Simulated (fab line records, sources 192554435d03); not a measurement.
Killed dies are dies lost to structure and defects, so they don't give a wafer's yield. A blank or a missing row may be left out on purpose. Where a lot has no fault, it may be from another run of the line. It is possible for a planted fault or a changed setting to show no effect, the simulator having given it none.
The same fault as seen by 2 desks    flow n5_finfet    each desk has only its own numbers; what lay behind them comes last

== TOOL OWNER'S DESK, litho_track-03 ==
The tool's own readings at N5_HKMG_FIN_COAT_66 (time 60 s, resist thk 300 nm): means of the sampled wafers that have a number, for each lot that ran on this tool. If a lot's mean is further than 4 standard deviations from the usual mean, the lot is out of limits and carries the mark OUT (the distance appears in the brackets).
Columns: A = chill_plate_temp_C at N5_HKMG_FIN_COAT_66, usual 23.01 C; B = heater_power_total_W at N5_HKMG_FIN_COAT_66, usual 500.4 W; C = run_length_s at N5_HKMG_FIN_COAT_66, usual 66.06 s
lot   first seen here  A      B                 C
L541  day 5 08:44      23.06  499.4             65.76
L542  day 5 15:55      23.04  500.7             65.88
L544  day 6 01:32      22.98  499.2             65.83
L554  day 8 11:22      23.02  503.4             64.87 (-5.7) OUT
L555  day 8 18:08      23.07  511.8 (+6.7) OUT  63.82 (-11) OUT
This desk's finding: out of limits on L554, L555; first on L554, day 8 11:22 (run_length_s at N5_HKMG_FIN_COAT_66). L541, L542, L544 stayed within limits.

== FROM THE METROLOGY DESK ==
Lot by lot, what the gauges showed, no matter which tool ran the lot: averages of those sampled wafers that carry a number. If a lot's mean is further than 4 standard deviations from the usual mean, the lot is out of limits and carries the mark OUT (the distance appears in the brackets). Readings shown: 7 of its 10, picked as those furthest out on some lot.
Columns: A = DIBL_N at N5_BEOL_M4_RC_MEAS_101, usual 36.0 mV/V; B = DIBL_P at N5_BEOL_M4_RC_MEAS_101, usual 36.3 mV/V; C = IOFF_N at N5_BEOL_M4_RC_MEAS_101, usual 0.16 nA/um; D = IOFF_P at N5_BEOL_M4_RC_MEAS_101, usual 0.21 nA/um; E = ION_P at N5_BEOL_M4_RC_MEAS_101, usual 461 uA/um; F = SS_P at N5_BEOL_M4_RC_MEAS_101, usual 73.2 mV/dec; G = VT_P at N5_BEOL_M4_RC_MEAS_101, usual -250.9 mV
lot   first seen here  A     B     C     D     E    F     G
L537  day 7 15:56      39.1  38.5  0.22  0.28  470  73.6  -244.6
L540  day 9 03:07      33.7  32.4  0.14  0.19  461  72.7  -249.3
L541  day 9 10:52      35.6  36.1  0.16  0.19  462  73.3  -250.7
L543  day 9 23:12      34.6  35.9  0.14  0.19  463  73.2  -252.3
L542  day 10 02:00     34.2  34.7  0.12  0.17  457  72.6  -253.8
L544  day 10 07:46     36.7  37.1  0.17  0.22  464  74.1  -247.2
L554  day 12 16:12     35.2  37.0  0.16  0.21  464  73.5  -249.5
L555  day 12 22:46     36.6  37.5  0.15  0.22  466  72.9  -249.8
L558  day 14 04:22     36.0  34.9  0.14  0.20  458  72.9  -252.1
L560  day 14 06:26     38.1  37.2  0.17  0.22  461  73.7  -250.7
Result from this desk: across the 10 lots, nothing is out of limits.

== ALL TOGETHER ==
On L554, L555, at day 8 11:22, an alarm was possible from the tool owner's desk.
The metrology desk saw nothing out of limits.
The metrology desk holds a record of L554, L555, inside its limits.
N5_HKMG_FIN_COAT_66 was run on litho_track-03 by each of the lots named.

== WHAT WAS PUT IN BY THE SIMULATOR ==
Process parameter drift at N5_HKMG_FIN_COAT_66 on litho_track-03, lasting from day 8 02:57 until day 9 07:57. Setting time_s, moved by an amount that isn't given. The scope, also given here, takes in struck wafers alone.
Struck lots among those shown: L554, L555.
Each desk's first reading out of limits, in hours after the fault started: the tool owner's desk, 8.
